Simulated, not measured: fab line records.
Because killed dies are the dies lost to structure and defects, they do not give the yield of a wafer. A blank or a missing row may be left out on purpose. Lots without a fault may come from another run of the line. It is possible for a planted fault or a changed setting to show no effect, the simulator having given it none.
Matching of chambers ; flow nand harc ; NHARC_A_CONTACT_ALD_18 on ald metal-02: 4 sister chambers
The step deposits TiN, target thk 3 nm, pulse time 1 s, ald cycles 150. 8 wafers are shown with their chamber, then 7 later ones without.

WAFERS WITH THEIR CHAMBER
wafer;chamber;heater power w (W);precursor pulse height rel
L074.5;2;1008;0.985
L077.5;3;962;1.013
L078.4;3;953;1.002
L081.2;1;1014;1.040
L081.3;0;945;0.980
L081.4;2;985;0.999
L083.1;1;1025;0.977
L083.2;0;928;1.034

WAFERS MISSING THEIR CHAMBER
wafer;heater power w (W);precursor pulse height rel
L083.5;951;0.962
L088.2;948;0.991
L088.4;952;1.012
L088.5;965;1.043
L090.1;1077;1.015
L090.3;927;0.984
L090.5;1053;0.995

THE CHAMBER EACH PASSED THROUGH
wafer;from the rows above;in truth
L083.5;can't be placed: 3 or 0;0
L088.2;can't be placed: 3 or 0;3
L088.4;can't be placed: 3 or 0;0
L088.5;can't be placed: 3 or 0 or 2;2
L090.1;1;1
L090.3;can't be placed: 0 or 3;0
L090.5;1;1
Correct placement for 2 of the 7. Not placeable from these rows: 5 (in 5, the candidates include the true chamber). Number placed wrongly: 0.
How it was worked out, from the rows above alone: a wafer's distance from a chamber is the root of the sum, over the readings, of the square of ((its reading less the chamber's mean) divided by the reading's scatter). If the next closest chamber is less than 2 further off than the closest, the wafer can't be placed; otherwise it belongs to the closest. A chamber's mean is the mean of its shown wafers. The scatter is the square root of a quotient: the sum, over the shown wafers, of each reading's squared deviation from its chamber's mean, divided by wafers minus chambers.
